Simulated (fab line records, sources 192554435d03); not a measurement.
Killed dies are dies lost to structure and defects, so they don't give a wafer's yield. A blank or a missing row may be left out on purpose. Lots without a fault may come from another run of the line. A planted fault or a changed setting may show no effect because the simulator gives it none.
Chamber matching | flow n5_finfet | N5_BEOL_M6_STRIP_19 on rie_diel-06: 4 sister chambers
The step strips in O2. 4 wafers are shown with their chamber, then 11 later ones without.

WAFERS WITH THEIR CHAMBER
wafer  | chamber | showerhead_plenum_p_Torr (Torr)
L082.1 | 0       | 2.18
L081.1 | 1       | 2.04
L081.6 | 3       | 1.99
L088.2 | 2       | 2.14

WAFERS WITHOUT THEIR CHAMBER
wafer  | showerhead_plenum_p_Torr (Torr)
L088.3 | 2.03
L088.4 | 1.99
L091.2 | 1.99
L091.5 | 2.03
L091.6 | 2.14
L093.2 | 1.98
L093.3 | 2.03
L093.4 | 2.17
L096.1 | 2.03
L096.2 | 2.13
L096.5 | 2.13

WHICH CHAMBER EACH WENT THROUGH
wafer  | from the rows above | in truth
L088.3 | 1                   | 1
L088.4 | 3                   | 3
L091.2 | 3                   | 3
L091.5 | 1                   | 1
L091.6 | 2                   | 2
L093.2 | 3                   | 3
L093.3 | 1                   | 1
L093.4 | 0                   | 0
L096.1 | 1                   | 1
L096.2 | 2                   | 2
L096.5 | 2                   | 2
Placed correctly: 11 of 11. Can't be placed from these rows: 0. Placed wrongly: 0.
How it was worked out, from the rows above alone: a wafer's distance from a chamber is the root of the sum, over the readings, of the square of ((its reading less the chamber's mean) divided by the reading's scatter). The wafer belongs to the nearest chamber; if the next one is less than 2 further off, it can't be placed. A chamber's mean is the mean of its shown wafers. The scatter: with one shown wafer a chamber, the root of the mean of the squares of how far each hidden wafer lies from its nearest shown one.
